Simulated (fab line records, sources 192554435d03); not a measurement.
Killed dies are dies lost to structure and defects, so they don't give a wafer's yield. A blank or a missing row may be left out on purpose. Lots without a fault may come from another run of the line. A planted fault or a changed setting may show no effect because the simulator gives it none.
Which tool did it? | flow n5_finfet | 7 lots, 19 wafers sampled, at 3 steps of a route of 1938

WHAT THE GAUGES READ, wafer by wafer
N5_BEOL_M10_CD_MEAS_28: target cd 70 nm.
lot  | measured     | on        | cd_nm (nm)
L178 | day 10 19:10 | cd_sem-01 | - - -
L184 | day 12 06:58 | cd_sem-02 | 70.5 69.3
L187 | day 12 14:37 | cd_sem-01 | 70.4 70.3 70.8
L188 | day 13 03:06 | cd_sem-03 | 68.7 69.8
L190 | day 13 22:19 | cd_sem-01 | 68.3 69.1 69.4
L193 | day 14 14:16 | cd_sem-01 | 69.8 70.1 69.1
L196 | day 15 04:48 | cd_sem-02 | 70.8 69.9 69.2

WHICH TOOL RAN EACH LOT (tool, then ch and the chambers of the sampled wafers, then the start)
lot  | N5_BEOL_M10_HM_OPEN_17            | N5_BEOL_M10_EXPOSE_25
L178 | rie_metal-02 ch 0,1, day 10 17:07 | arfi_scanner-01, day 10 19:02
L184 | rie_metal-02 ch 0,1, day 12 06:19 | arfi_scanner-03 ch 0, day 12 06:51
L187 | rie_metal-03 ch 0,1, day 12 13:38 | arfi_scanner-01 ch 0, day 12 14:30
L188 | rie_metal-02 ch 0,1, day 13 01:34 | arfi_scanner-02 ch 0, day 13 02:59
L190 | rie_metal-01 ch 0,1, day 13 20:14 | arfi_scanner-02 ch 0, day 13 22:11
L193 | rie_metal-03 ch 0,1, day 14 13:40 | arfi_scanner-03 ch 0, day 14 14:07
L196 | rie_metal-03 ch 0,1, day 15 03:19 | arfi_scanner-03 ch 0, day 15 04:41
- N5_BEOL_M10_HM_OPEN_17: chemistry Cl2/BCl3, target TiN, target depth 20 nm, overetch 6 nm.
- N5_BEOL_M10_EXPOSE_25: exposes mask V9.

THE ANSWER, worked out from the rows above alone
Rule: what is usual is taken from the lots themselves. Put in order of their means at a reading, lots are off if they are a third of the lots or fewer, leave a main group of 4 or more, and stand apart from it by a gap of 3 or more times the standard deviation of the main group's means; of several such gaps the widest counts. A main group whose means are all the same, to the digits that the tables above print for the reading, isn't used. A lot without any number at a reading at which 4 lots or more have one is off too. The other lots that the step has rows for count as sound.
Off: L178, at N5_BEOL_M10_CD_MEAS_28 (cd_nm). Without a number there: L178. The main group: mean 69.7 nm, standard deviation 0.51.
A tool fits if, at a process step before that reading, it ran every lot that is off, and no sound lot after the first of them. The gauges at N5_BEOL_M10_CD_MEAS_28 are tried like those tools. None of those tried fits.

WHAT THE SIMULATOR HAD PUT IN
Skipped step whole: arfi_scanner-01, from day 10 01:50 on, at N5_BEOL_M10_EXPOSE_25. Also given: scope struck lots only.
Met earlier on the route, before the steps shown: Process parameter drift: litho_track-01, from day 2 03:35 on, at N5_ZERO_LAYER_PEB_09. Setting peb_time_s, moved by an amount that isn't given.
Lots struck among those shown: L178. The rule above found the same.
